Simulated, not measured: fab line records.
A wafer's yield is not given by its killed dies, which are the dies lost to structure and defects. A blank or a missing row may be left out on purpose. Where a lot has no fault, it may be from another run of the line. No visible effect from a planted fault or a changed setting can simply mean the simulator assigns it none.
Matching of chambers -- flow n5-finfet -- 3 sister chambers for N5_BEOL_M0_DEP_125 on pecvd-01
The step deposits SiCN from 3MS/NH3, target thk 8 nm, time 14 s. 3 wafers are shown with their chamber, then 9 later ones without.

WAFERS PAIRED WITH THEIR CHAMBERS
wafer,chamber,throttle-valve-pct (%)
L081.2,1,10.6
L081.4,2,8.8
L081.5,0,9.9

WAFERS WITH NO CHAMBER GIVEN
wafer,throttle-valve-pct (%)
L083.1,9.9
L083.2,9.0
L083.3,10.5
L087.1,10.6
L087.3,9.7
L087.5,9.5
L094.2,10.5
L094.3,9.8
L094.4,8.9

EACH ONE'S CHAMBER
wafer,from the rows above,in truth
L083.1,0,0
L083.2,2,2
L083.3,1,1
L087.1,1,1
L087.3,0,0
L087.5,can't be placed: 0 or 2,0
L094.2,1,1
L094.3,0,0
L094.4,2,2
Correctly placed: 8 of 9. From these rows, 1 cannot be placed; in 1 the true chamber is one of the candidates. Number placed wrongly: 0.
How it was worked out, from the rows above alone: a wafer's distance from a chamber is the root of the sum, over the readings, of the square of ((its reading less the chamber's mean) divided by the reading's scatter). If the next closest chamber is less than 2 further off than the closest, the wafer can't be placed; otherwise it belongs to the closest. Each chamber's mean is taken over the wafers shown for it. The scatter: root of mean squared gap, hidden wafer to nearest shown wafer, with one shown wafer a chamber.
